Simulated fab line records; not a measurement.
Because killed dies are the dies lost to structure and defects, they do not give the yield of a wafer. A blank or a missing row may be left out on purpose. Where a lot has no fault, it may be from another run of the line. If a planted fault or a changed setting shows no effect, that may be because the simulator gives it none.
fab line records / flow n5-finfet
[record] lots = 6 wafers = 18 last-day = 16
route steps=1938 shown BEOL_M10@1514
lots that met no fault: from a run of the same line without faults
start-h: hours from the record's opening day to when the first of the lot's shown wafers began / wait-h: hours from the lot's prior step to this one / " the same as in the row above / L1.1+2: several wafers, shown together as one row / - either no value or no given start / * or withheld: withheld / < > ~ a bound
route shown NAME@n: NAME is a module with steps in the file, n the number in the route of the first one / usual: mean and standard deviation over wafers with no fault / same: alike in all rows / chamber/n: place in a boat / sites: per-site readings / _std_site: standard deviation across them / _edge_site: the outer-site mean with the inner-site mean subtracted / radius-mm: for every site, how far away it sits from the centre of the wafer / mask NAME#n: copy n / behind: the last tool/chamber to shape the wafer / hold: what put the lot on hold/how long, in hours/how the hold closed / device: the n, p or np transistor that did not switch / end of line: the route-end tests of the same wafers / a step without rows: its recipe alone / killed: dies that structure and defects cost at the first sort, which is not the same as the wafer's yield / map: shows each die of a wafer: x if killed, . if not, _ if none is there
set.NAME: setting as actually run; set.NAME@STEP: the setting as run at that earlier step / model.NAME: the simulator's own value behind a step, which no gauge read
certain route steps with their lots: each step a table, each wafer a row
services: when a tool's chamber went out of use (start-h, in hours from the record's first day, below 0 if earlier), for how many hours, and the reason
[[steps]]
[step N5_BEOL_M10_STRIP_77]
[recipe] chemistry = N2/H2 time-s = 10 power-w = 450 temp-c = 40 pressure-mtorr = 20 rf-frequency-hz = 6e+07 bias-power-w = 7 n2-flow-sccm = 200 h2-flow-sccm = 200
[usual] drypump-motor-current-A = 5.5/0.44 oes-product-au = 0.81/0.073 rf-vpp-V = 59.2/0.84 showerhead-plenum-p-Torr = 2.53/0.094 temp-c = 39.99/0.11 throttle-valve-pct = 23.62/0.21
[same] time-s = 10
lot.wafer=L174.1 tool=rie-diel-01 chamber=3 start-h=- wait-h=- drypump-motor-current-A=5.4 oes-product-au=0.78 rf-hours-counter-h=113 rf-vpp-V=58.7 showerhead-plenum-p-Torr=2.45 temp-c=40.09 throttle-valve-pct=23.43
lot.wafer=L174.3 tool=rie-diel-01 chamber=1 start-h=- wait-h=- drypump-motor-current-A=5.6 oes-product-au=0.68 rf-hours-counter-h=242 rf-vpp-V=57.8 showerhead-plenum-p-Torr=2.49 temp-c=39.84 throttle-valve-pct=23.77
lot.wafer=L174.5 tool=rie-diel-01 chamber=3 start-h=- wait-h=- drypump-motor-current-A=5.3 oes-product-au=0.78 rf-hours-counter-h=- rf-vpp-V=58.3 showerhead-plenum-p-Torr=2.45 temp-c=40.04 throttle-valve-pct=23.41
lot.wafer=L182.4 tool=rie-diel-06 chamber=0 start-h=- wait-h=- drypump-motor-current-A=4.8 oes-product-au=0.82 rf-hours-counter-h=- rf-vpp-V=59.6 showerhead-plenum-p-Torr=2.67 temp-c=40.04 throttle-valve-pct=23.59
lot.wafer=L182.5 tool=rie-diel-06 chamber=1 start-h=- wait-h=- drypump-motor-current-A=6.3 oes-product-au=0.82 rf-hours-counter-h=- rf-vpp-V=59.7 showerhead-plenum-p-Torr=2.68 temp-c=40.03 throttle-valve-pct=23.90
lot.wafer=L182.6 tool=rie-diel-06 chamber=3 start-h=- wait-h=- drypump-motor-current-A=5.7 oes-product-au=0.93 rf-hours-counter-h=- rf-vpp-V=60.5 showerhead-plenum-p-Torr=2.59 temp-c=40.01 throttle-valve-pct=23.61
lot.wafer=L181.1 tool=rie-diel-01 chamber=2 start-h=- wait-h=- drypump-motor-current-A=5.3 oes-product-au=0.76 rf-hours-counter-h=148 rf-vpp-V=58.2 showerhead-plenum-p-Torr=2.43 temp-c=40.22 throttle-valve-pct=23.77
lot.wafer=L181.3 tool=rie-diel-01 chamber=3 start-h=- wait-h=- drypump-motor-current-A=5.4 oes-product-au=0.78 rf-hours-counter-h=130 rf-vpp-V=58.6 showerhead-plenum-p-Torr=2.44 temp-c=39.88 throttle-valve-pct=23.45
lot.wafer=L181.5 tool=rie-diel-01 chamber=3 start-h=- wait-h=- drypump-motor-current-A=5.4 oes-product-au=0.78 rf-hours-counter-h=- rf-vpp-V=58.6 showerhead-plenum-p-Torr=2.44 temp-c=39.79 throttle-valve-pct=23.43
lot.wafer=L183.1 tool=rie-diel-06 chamber=3 start-h=- wait-h=- drypump-motor-current-A=5.7 oes-product-au=0.92 rf-hours-counter-h=16 rf-vpp-V=58.4 showerhead-plenum-p-Torr=2.59 temp-c=39.85 throttle-valve-pct=23.61
lot.wafer=L183.3 tool=rie-diel-06 chamber=1 start-h=- wait-h=- drypump-motor-current-A=6.2 oes-product-au=0.82 rf-hours-counter-h=79 rf-vpp-V=60.6 showerhead-plenum-p-Torr=2.68 temp-c=39.96 throttle-valve-pct=23.90
lot.wafer=L183.6 tool=rie-diel-06 chamber=3 start-h=- wait-h=- drypump-motor-current-A=5.7 oes-product-au=0.90 rf-hours-counter-h=- rf-vpp-V=59.9 showerhead-plenum-p-Torr=2.59 temp-c=40.03 throttle-valve-pct=23.59
lot.wafer=L190.1 tool=rie-diel-06 chamber=2 start-h=- wait-h=- drypump-motor-current-A=5.8 oes-product-au=0.96 rf-hours-counter-h=3 rf-vpp-V=59.5 showerhead-plenum-p-Torr=2.50 temp-c=40.25 throttle-valve-pct=23.48
lot.wafer=L190.3 tool=rie-diel-06 chamber=3 start-h=- wait-h=- drypump-motor-current-A=5.7 oes-product-au=0.87 rf-hours-counter-h=38 rf-vpp-V=60.2 showerhead-plenum-p-Torr=2.58 temp-c=40.08 throttle-valve-pct=23.62
lot.wafer=L190.4 tool=rie-diel-06 chamber=1 start-h=- wait-h=- drypump-motor-current-A=6.3 oes-product-au=0.80 rf-hours-counter-h=100 rf-vpp-V=59.4 showerhead-plenum-p-Torr=2.67 temp-c=40.02 throttle-valve-pct=23.94
lot.wafer=L191.3 tool=rie-diel-06 chamber=0 start-h=- wait-h=- drypump-motor-current-A=4.8 oes-product-au=0.79 rf-hours-counter-h=115 rf-vpp-V=60.2 showerhead-plenum-p-Torr=2.65 temp-c=39.86 throttle-valve-pct=23.61
lot.wafer=L191.5 tool=rie-diel-06 chamber=2 start-h=- wait-h=- drypump-motor-current-A=5.8 oes-product-au=0.96 rf-hours-counter-h=- rf-vpp-V=58.0 showerhead-plenum-p-Torr=2.49 temp-c=40.05 throttle-valve-pct=23.48
lot.wafer=L191.6 tool=rie-diel-06 chamber=0 start-h=- wait-h=- drypump-motor-current-A=4.8 oes-product-au=0.79 rf-hours-counter-h=- rf-vpp-V=59.8 showerhead-plenum-p-Torr=2.65 temp-c=39.96 throttle-valve-pct=23.63
[step N5_BEOL_M10_OCD_MEAS_38]
[usual] trench-depth-nm = 149.1/1.5
lot.wafer=L174.1 tool=ocd-02 chamber=- start-h=228.29 wait-h=- trench-depth-nm=148.6
lot.wafer=L174.3 tool=ocd-02 chamber=- start-h=228.29 wait-h=- trench-depth-nm=147.8
lot.wafer=L174.5 tool=ocd-02 chamber=- start-h=228.29 wait-h=- trench-depth-nm=147.5
lot.wafer=L182.4 tool=ocd-01 chamber=- start-h=264.09 wait-h=- trench-depth-nm=148.5
lot.wafer=L182.5 tool=ocd-01 chamber=- start-h=264.09 wait-h=- trench-depth-nm=146.8
lot.wafer=L182.6 tool=ocd-01 chamber=- start-h=264.09 wait-h=- trench-depth-nm=149.4
lot.wafer=L181.1 tool=ocd-02 chamber=- start-h=264.66 wait-h=- trench-depth-nm=149.0
lot.wafer=L181.3 tool=ocd-02 chamber=- start-h=264.66 wait-h=- trench-depth-nm=150.5
lot.wafer=L181.5 tool=ocd-02 chamber=- start-h=264.66 wait-h=- trench-depth-nm=148.3
lot.wafer=L183.1 tool=ocd-02 chamber=- start-h=279.78 wait-h=- trench-depth-nm=150.7
lot.wafer=L183.3 tool=ocd-02 chamber=- start-h=279.78 wait-h=- trench-depth-nm=148.2
lot.wafer=L183.6 tool=ocd-02 chamber=- start-h=279.78 wait-h=- trench-depth-nm=148.6
lot.wafer=L190.1 tool=ocd-01 chamber=- start-h=330.86 wait-h=- trench-depth-nm=149.7
lot.wafer=L190.3 tool=ocd-01 chamber=- start-h=330.86 wait-h=- trench-depth-nm=150.0
lot.wafer=L190.4 tool=ocd-01 chamber=- start-h=330.86 wait-h=- trench-depth-nm=148.1
lot.wafer=L191.3 tool=ocd-02 chamber=- start-h=335.17 wait-h=- trench-depth-nm=148.7
lot.wafer=L191.5 tool=ocd-02 chamber=- start-h=335.17 wait-h=- trench-depth-nm=149.3
lot.wafer=L191.6 tool=ocd-02 chamber=- start-h=335.17 wait-h=- trench-depth-nm=147.8
[step N5_BEOL_M10_HM_STRIP_39]
[recipe] chemistry = peroxide-tin-strip material = TiN target-depth-a = 250 temp-c = 50 time-s = 158
[step N5_BEOL_M10_SRD_40]
[recipe] time-s = 30 temp-c = 23 rinse-liquid = diw dry = ipa-marangoni
[step N5_BEOL_M10_PRECLEAN_42]
[recipe] chemistry = residue-remover time-s = 60 temp-c = 40
[step N5_BEOL_M10_SRD_43]
[recipe] time-s = 30 temp-c = 23 rinse-liquid = diw dry = ipa-marangoni
[step N5_BEOL_M10_CD_MEAS_35]
[recipe] target-cd-nm = 70 polarity = opening
[usual] cd-nm = 70.1/0.52
lot.wafer=L174.1 tool=cd-sem-01 chamber=- start-h=228.54 wait-h=0.0 cd-nm=69.6
lot.wafer=L174.3 tool=cd-sem-01 chamber=- start-h=228.54 wait-h=0.0 cd-nm=70.1
lot.wafer=L174.5 tool=cd-sem-01 chamber=- start-h=228.54 wait-h=0.0 cd-nm=70.8
lot.wafer=L182.4 tool=cd-sem-03 chamber=- start-h=264.24 wait-h=0.0 cd-nm=69.8
lot.wafer=L182.5 tool=cd-sem-03 chamber=- start-h=264.24 wait-h=0.0 cd-nm=70.3
lot.wafer=L182.6 tool=cd-sem-03 chamber=- start-h=264.24 wait-h=0.0 cd-nm=70.0
lot.wafer=L181.1 tool=cd-sem-02 chamber=- start-h=264.82 wait-h=0.0 cd-nm=69.9
lot.wafer=L181.3 tool=cd-sem-02 chamber=- start-h=264.82 wait-h=0.0 cd-nm=70.2
lot.wafer=L181.5 tool=cd-sem-02 chamber=- start-h=264.82 wait-h=0.0 cd-nm=70.3
lot.wafer=L183.1 tool=cd-sem-03 chamber=- start-h=279.93 wait-h=0.0 cd-nm=69.7
lot.wafer=L183.3 tool=cd-sem-03 chamber=- start-h=279.93 wait-h=0.0 cd-nm=70.3
lot.wafer=L183.6 tool=cd-sem-03 chamber=- start-h=279.93 wait-h=0.0 cd-nm=69.7
lot.wafer=L190.1 tool=cd-sem-03 chamber=- start-h=331.01 wait-h=0.0 cd-nm=69.4
lot.wafer=L190.3 tool=cd-sem-03 chamber=- start-h=331.01 wait-h=0.0 cd-nm=69.7
lot.wafer=L190.4 tool=cd-sem-03 chamber=- start-h=331.01 wait-h=0.0 cd-nm=69.6
lot.wafer=L191.3 tool=cd-sem-01 chamber=- start-h=335.33 wait-h=0.0 cd-nm=69.5
lot.wafer=L191.5 tool=cd-sem-01 chamber=- start-h=335.33 wait-h=0.0 cd-nm=70.3
lot.wafer=L191.6 tool=cd-sem-01 chamber=- start-h=335.33 wait-h=0.0 cd-nm=69.7
[step N5_BEOL_M10_CURE_72]
[recipe] temp-c = 370 time-s = 120 ambient = DMADMS/He material = SiCOH_lowk
[usual] lamp-power-pct = 52.30/0.055 wafer_temp_C_max = 371.6/0.54
[same] time-s = 120
lot.wafer=L174.1 tool=uv-cure-01 chamber=2 start-h=228.58 wait-h=0.0 lamp-power-pct=52.19 wafer_temp_C_max=371.2
lot.wafer=L174.3 tool=uv-cure-01 chamber=2 start-h=228.58 wait-h=0.0 lamp-power-pct=52.34 wafer_temp_C_max=371.2
lot.wafer=L174.5 tool=uv-cure-01 chamber=2 start-h=228.58 wait-h=0.0 lamp-power-pct=52.26 wafer_temp_C_max=370.8
lot.wafer=L182.4 tool=uv-cure-02 chamber=1 start-h=264.43 wait-h=0.2 lamp-power-pct=52.37 wafer_temp_C_max=371.4
lot.wafer=L182.5 tool=uv-cure-02 chamber=1 start-h=264.43 wait-h=0.2 lamp-power-pct=52.41 wafer_temp_C_max=371.6
lot.wafer=L182.6 tool=uv-cure-02 chamber=1 start-h=264.43 wait-h=0.2 lamp-power-pct=52.29 wafer_temp_C_max=371.7
lot.wafer=L181.1 tool=uv-cure-01 chamber=0 start-h=264.86 wait-h=0.0 lamp-power-pct=52.26 wafer_temp_C_max=371.6
lot.wafer=L181.3 tool=uv-cure-01 chamber=0 start-h=264.86 wait-h=0.0 lamp-power-pct=52.34 wafer_temp_C_max=371.2
lot.wafer=L181.5 tool=uv-cure-01 chamber=0 start-h=264.86 wait-h=0.0 lamp-power-pct=52.45 wafer_temp_C_max=371.5
lot.wafer=L183.1 tool=uv-cure-01 chamber=0 start-h=279.98 wait-h=0.0 lamp-power-pct=52.35 wafer_temp_C_max=371.1
lot.wafer=L183.3 tool=uv-cure-01 chamber=0 start-h=279.98 wait-h=0.0 lamp-power-pct=52.34 wafer_temp_C_max=371.7
lot.wafer=L183.6 tool=uv-cure-01 chamber=0 start-h=279.98 wait-h=0.0 lamp-power-pct=52.30 wafer_temp_C_max=371.6
lot.wafer=L190.1 tool=uv-cure-01 chamber=0 start-h=331.05 wait-h=0.0 lamp-power-pct=52.29 wafer_temp_C_max=371.9
lot.wafer=L190.3 tool=uv-cure-01 chamber=0 start-h=331.05 wait-h=0.0 lamp-power-pct=52.27 wafer_temp_C_max=370.8
lot.wafer=L190.4 tool=uv-cure-01 chamber=0 start-h=331.05 wait-h=0.0 lamp-power-pct=52.33 wafer_temp_C_max=371.4
lot.wafer=L191.3 tool=uv-cure-01 chamber=2 start-h=335.47 wait-h=0.1 lamp-power-pct=52.36 wafer_temp_C_max=371.2
lot.wafer=L191.5 tool=uv-cure-01 chamber=2 start-h=335.47 wait-h=0.1 lamp-power-pct=52.21 wafer_temp_C_max=371.2
lot.wafer=L191.6 tool=uv-cure-01 chamber=2 start-h=335.47 wait-h=0.1 lamp-power-pct=52.22 wafer_temp_C_max=370.8
[step N5_BEOL_M10_DEGAS_44]
[recipe] ambient = vacuum temp-c = 250 time-s = 60
[usual] heater-power-w = 347/32
[same] time-s = 60
lot.wafer=L174.1 tool=pvd-sputter-03 chamber=- start-h=230.19 wait-h=1.6 heater-power-w=301
lot.wafer=L174.3 tool=pvd-sputter-03 chamber=- start-h=230.19 wait-h=1.6 heater-power-w=303
lot.wafer=L174.5 tool=pvd-sputter-03 chamber=- start-h=230.19 wait-h=1.6 heater-power-w=343
lot.wafer=L182.4 tool=pvd-sputter-03 chamber=- start-h=265.76 wait-h=1.3 heater-power-w=298
lot.wafer=L182.5 tool=pvd-sputter-03 chamber=- start-h=265.76 wait-h=1.3 heater-power-w=343
lot.wafer=L182.6 tool=pvd-sputter-03 chamber=- start-h=265.76 wait-h=1.3 heater-power-w=305
lot.wafer=L181.1 tool=pvd-sputter-01 chamber=- start-h=266.01 wait-h=1.1 heater-power-w=324
lot.wafer=L181.3 tool=pvd-sputter-01 chamber=- start-h=266.01 wait-h=1.1 heater-power-w=339
lot.wafer=L181.5 tool=pvd-sputter-01 chamber=- start-h=266.01 wait-h=1.1 heater-power-w=359
lot.wafer=L183.1 tool=pvd-sputter-03 chamber=- start-h=280.32 wait-h=0.3 heater-power-w=299
lot.wafer=L183.3 tool=pvd-sputter-03 chamber=- start-h=280.32 wait-h=0.3 heater-power-w=340
lot.wafer=L183.6 tool=pvd-sputter-03 chamber=- start-h=280.32 wait-h=0.3 heater-power-w=342
lot.wafer=L190.1 tool=pvd-sputter-03 chamber=- start-h=331.63 wait-h=0.5 heater-power-w=354
lot.wafer=L190.3 tool=pvd-sputter-03 chamber=- start-h=331.63 wait-h=0.5 heater-power-w=348
lot.wafer=L190.4 tool=pvd-sputter-03 chamber=- start-h=331.63 wait-h=0.5 heater-power-w=297
lot.wafer=L191.3 tool=pvd-sputter-02 chamber=- start-h=336.10 wait-h=0.6 heater-power-w=423
lot.wafer=L191.5 tool=pvd-sputter-02 chamber=- start-h=336.10 wait-h=0.6 heater-power-w=371
lot.wafer=L191.6 tool=pvd-sputter-02 chamber=- start-h=336.10 wait-h=0.6 heater-power-w=326
[step N5_BEOL_M10_PRE_CLEAN_45]
[recipe] gas = H2/He time-s = 30 temp-c = 250
[step N5_BEOL_M10_ALD_74]
[recipe] material = TaN target-thk-a = 20 temp-c = 275 ald-precursor-family = PDMAT ald-co-reactant = NH3 pressure-torr = 3 carrier-flow-sccm = 1500 pulse-time-s = 2 purge-time-s = 3 co-reactant-purge-time-s = 2 co-reactant-pulse-time-s = 3 ald-cycles = 40 precursor-vessel-temp-c = 75 precursor-vessel-pressure-torr = 26.25 precursor-vessel-carrier-sccm = 1000
[usual] heater-power-w = 407/31
[same] co-reactant-purge-time-s = 2
lot.wafer=L174.1 tool=ald-metal-02 chamber=0 start-h=230.29 wait-h=0.0 heater-power-w=350
lot.wafer=L174.3 tool=ald-metal-02 chamber=1 start-h=230.29 wait-h=0.0 heater-power-w=437
lot.wafer=L174.5 tool=ald-metal-02 chamber=3 start-h=230.29 wait-h=0.0 heater-power-w=368
lot.wafer=L182.4 tool=ald-metal-04 chamber=0 start-h=265.86 wait-h=0.0 heater-power-w=422
lot.wafer=L182.5 tool=ald-metal-04 chamber=3 start-h=265.86 wait-h=0.0 heater-power-w=429
lot.wafer=L182.6 tool=ald-metal-04 chamber=2 start-h=265.86 wait-h=0.0 heater-power-w=450
lot.wafer=L181.1 tool=ald-metal-02 chamber=2 start-h=266.14 wait-h=0.1 heater-power-w=438
lot.wafer=L181.3 tool=ald-metal-02 chamber=0 start-h=266.14 wait-h=0.1 heater-power-w=356
lot.wafer=L181.5 tool=ald-metal-02 chamber=0 start-h=266.14 wait-h=0.1 heater-power-w=358
lot.wafer=L183.1 tool=ald-metal-03 chamber=1 start-h=280.42 wait-h=0.0 heater-power-w=384
lot.wafer=L183.3 tool=ald-metal-03 chamber=2 start-h=280.42 wait-h=0.0 heater-power-w=407
lot.wafer=L183.6 tool=ald-metal-03 chamber=3 start-h=280.42 wait-h=0.0 heater-power-w=376
lot.wafer=L190.1 tool=ald-metal-04 chamber=1 start-h=331.77 wait-h=0.1 heater-power-w=414
lot.wafer=L190.3 tool=ald-metal-04 chamber=0 start-h=331.77 wait-h=0.1 heater-power-w=424
lot.wafer=L190.4 tool=ald-metal-04 chamber=1 start-h=331.77 wait-h=0.1 heater-power-w=415
lot.wafer=L191.3 tool=ald-metal-03 chamber=2 start-h=336.20 wait-h=0.0 heater-power-w=393
lot.wafer=L191.5 tool=ald-metal-03 chamber=1 start-h=336.20 wait-h=0.0 heater-power-w=393
lot.wafer=L191.6 tool=ald-metal-03 chamber=0 start-h=336.20 wait-h=0.0 heater-power-w=434
[step N5_BEOL_M10_SURFACE_TREAT_76]
[recipe] gas = Ar time-s = * ion-energy-ev = * ion-current-ma-cm2 = 0.5 pressure-mtorr = * ar-flow-sccm = 30
[usual] ar-flow-sccm = 29.99/0.089 throttle-valve-pct = *
[same] time-s = *
lot.wafer=L174.1 tool=pvd-sputter-02 chamber=- start-h=230.59 wait-h=0.2 ar-flow-sccm=30.09 throttle-valve-pct=*
lot.wafer=L174.3 tool=pvd-sputter-02 chamber=- start-h=230.59 wait-h=0.2 ar-flow-sccm=30.03 throttle-valve-pct=*
lot.wafer=L174.5 tool=pvd-sputter-02 chamber=- start-h=230.59 wait-h=0.2 ar-flow-sccm=29.98 throttle-valve-pct=*
lot.wafer=L182.4 tool=pvd-sputter-01 chamber=- start-h=266.19 wait-h=0.2 ar-flow-sccm=30.04 throttle-valve-pct=*
lot.wafer=L182.5 tool=pvd-sputter-01 chamber=- start-h=266.19 wait-h=0.2 ar-flow-sccm=30.03 throttle-valve-pct=*
lot.wafer=L182.6 tool=pvd-sputter-01 chamber=- start-h=266.19 wait-h=0.2 ar-flow-sccm=30.05 throttle-valve-pct=*
lot.wafer=L181.1 tool=pvd-sputter-01 chamber=- start-h=266.49 wait-h=0.2 ar-flow-sccm=29.85 throttle-valve-pct=*
lot.wafer=L181.3 tool=pvd-sputter-01 chamber=- start-h=266.49 wait-h=0.2 ar-flow-sccm=29.95 throttle-valve-pct=*
lot.wafer=L181.5 tool=pvd-sputter-01 chamber=- start-h=266.49 wait-h=0.2 ar-flow-sccm=30.14 throttle-valve-pct=*
lot.wafer=L183.1 tool=pvd-sputter-03 chamber=- start-h=280.75 wait-h=0.2 ar-flow-sccm=30.01 throttle-valve-pct=*
lot.wafer=L183.3 tool=pvd-sputter-03 chamber=- start-h=280.75 wait-h=0.2 ar-flow-sccm=30.01 throttle-valve-pct=*
lot.wafer=L183.6 tool=pvd-sputter-03 chamber=- start-h=280.75 wait-h=0.2 ar-flow-sccm=30.13 throttle-valve-pct=*
lot.wafer=L190.1 tool=pvd-sputter-01 chamber=- start-h=332.23 wait-h=0.3 ar-flow-sccm=29.90 throttle-valve-pct=*
lot.wafer=L190.3 tool=pvd-sputter-01 chamber=- start-h=332.23 wait-h=0.3 ar-flow-sccm=29.86 throttle-valve-pct=*
lot.wafer=L190.4 tool=pvd-sputter-01 chamber=- start-h=332.23 wait-h=0.3 ar-flow-sccm=29.93 throttle-valve-pct=*
lot.wafer=L191.3 tool=pvd-sputter-01 chamber=- start-h=336.51 wait-h=0.2 ar-flow-sccm=29.91 throttle-valve-pct=*
lot.wafer=L191.5 tool=pvd-sputter-01 chamber=- start-h=336.51 wait-h=0.2 ar-flow-sccm=29.88 throttle-valve-pct=*
lot.wafer=L191.6 tool=pvd-sputter-01 chamber=- start-h=336.51 wait-h=0.2 ar-flow-sccm=30.06 throttle-valve-pct=*
[step N5_BEOL_M10_CVD_75]
[recipe] material = Co target-thk-a = 20 temp-c = withheld precursor = CCTBA/H2 pressure-torr = 30 time-s = 138.9
[usual] run-length-s = 162.1/0.42
lot.wafer=L174.1 tool=cvd-co-01 chamber=1 start-h=230.74 wait-h=0.1 run-length-s=161.7
lot.wafer=L174.3 tool=cvd-co-01 chamber=2 start-h=230.74 wait-h=0.1 run-length-s=162.0
lot.wafer=L174.5 tool=cvd-co-01 chamber=2 start-h=230.74 wait-h=0.1 run-length-s=161.8
lot.wafer=L182.4 tool=cvd-co-01 chamber=0 start-h=266.31 wait-h=0.1 run-length-s=162.3
lot.wafer=L182.5 tool=cvd-co-01 chamber=2 start-h=266.31 wait-h=0.1 run-length-s=161.9
lot.wafer=L182.6 tool=cvd-co-01 chamber=1 start-h=266.31 wait-h=0.1 run-length-s=162.0
lot.wafer=L181.1 tool=cvd-co-02 chamber=0 start-h=266.55 wait-h=0.0 run-length-s=162.2
lot.wafer=L181.3 tool=cvd-co-02 chamber=2 start-h=266.55 wait-h=0.0 run-length-s=162.8
lot.wafer=L181.5 tool=cvd-co-02 chamber=0 start-h=266.55 wait-h=0.0 run-length-s=162.0
lot.wafer=L183.1 tool=cvd-co-01 chamber=1 start-h=280.81 wait-h=0.0 run-length-s=162.3
lot.wafer=L183.3 tool=cvd-co-01 chamber=2 start-h=280.81 wait-h=0.0 run-length-s=161.7
lot.wafer=L183.6 tool=cvd-co-01 chamber=2 start-h=280.81 wait-h=0.0 run-length-s=161.9
lot.wafer=L190.1 tool=cvd-co-01 chamber=2 start-h=332.29 wait-h=0.0 run-length-s=87.8
lot.wafer=L190.3 tool=cvd-co-01 chamber=1 start-h=332.29 wait-h=0.0 run-length-s=161.9
lot.wafer=L190.4 tool=cvd-co-01 chamber=2 start-h=332.29 wait-h=0.0 run-length-s=161.5
lot.wafer=L191.3 tool=cvd-co-01 chamber=2 start-h=336.62 wait-h=0.1 run-length-s=161.9
lot.wafer=L191.5 tool=cvd-co-01 chamber=0 start-h=336.62 wait-h=0.1 run-length-s=162.3
lot.wafer=L191.6 tool=cvd-co-01 chamber=2 start-h=336.62 wait-h=0.1 run-length-s=87.9
[step N5_BEOL_M10_SPUTTER_48]
[recipe] material = Cu target-thk-a = 120 temp-c = -20 bias-v = 60 power-w = 26000 chamber-pressure-pa = 0.13 time-s = 2
[[services]]
tool=cvd-co-01 chamber=1 start-h=205.77 hours=4.3 kind=repair
tool=uv-cure-01 chamber=- start-h=208.05 hours=2.8 kind=pm
tool=cvd-co-01 chamber=0 start-h=208.60 hours=9.6 kind=repair
tool=ald-metal-02 chamber=- start-h=211.10 hours=0.3 kind=repair
tool=rie-diel-06 chamber=3 start-h=217.63 hours=- kind=clean
tool=ald-metal-02 chamber=3 start-h=220.56 hours=8.6 kind=repair
tool=cvd-co-02 chamber=- start-h=227.63 hours=6.0 kind=pm
tool=cvd-co-02 chamber=- start-h=243.17 hours=20.8 kind=repair
tool=rie-diel-06 chamber=0 start-h=248.46 hours=12.2 kind=repair
tool=rie-diel-06 chamber=2 start-h=253.30 hours=11.7 kind=repair
tool=ald-metal-04 chamber=- start-h=275.00 hours=4.3 kind=pm
tool=ald-metal-02 chamber=3 start-h=279.23 hours=4.1 kind=repair
tool=pvd-sputter-03 chamber=- start-h=285.89 hours=3.8 kind=repair
tool=uv-cure-02 chamber=- start-h=288.75 hours=0.7 kind=repair
tool=ald-metal-02 chamber=1 start-h=295.78 hours=3.4 kind=repair
tool=cvd-co-02 chamber=- start-h=313.75 hours=2.8 kind=pm
tool=rie-diel-06 chamber=0 start-h=323.11 hours=6.4 kind=repair
tool=cvd-co-02 chamber=1 start-h=323.28 hours=5.4 kind=repair
tool=cvd-co-01 chamber=2 start-h=325.04 hours=3.4 kind=repair
tool=ald-metal-04 chamber=3 start-h=329.19 hours=18.9 kind=repair
tool=rie-diel-06 chamber=1 start-h=331.98 hours=7.0 kind=repair
tool=cvd-co-01 chamber=1 start-h=333.33 hours=- kind=clean
tool=cvd-co-01 chamber=1 start-h=333.33 hours=22.0 kind=scheduled-down
tool=cvd-co-01 chamber=1 start-h=333.33 hours=22.0 kind=vent-cycle
[[key]]
[first-sign] step = N5_BEOL_M10_CVD_75 reading = run-length-s direction = down sigmas = 99+ usual = * struck = *
effect none on later readings
met-at N5_BEOL_M10_CVD_75
struck-wafers L190.1,L191.6
onset-between 280.81 332.29
[fault] kind = process-parameter-drift tool = cvd-co-01 chamber = - onset-h = 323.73 steps = N5_BEOL_M10_CVD_75 channel = time-s offset = * shape = step end-h = 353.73 scope = struck-wafers-only acts-in = * stated = *
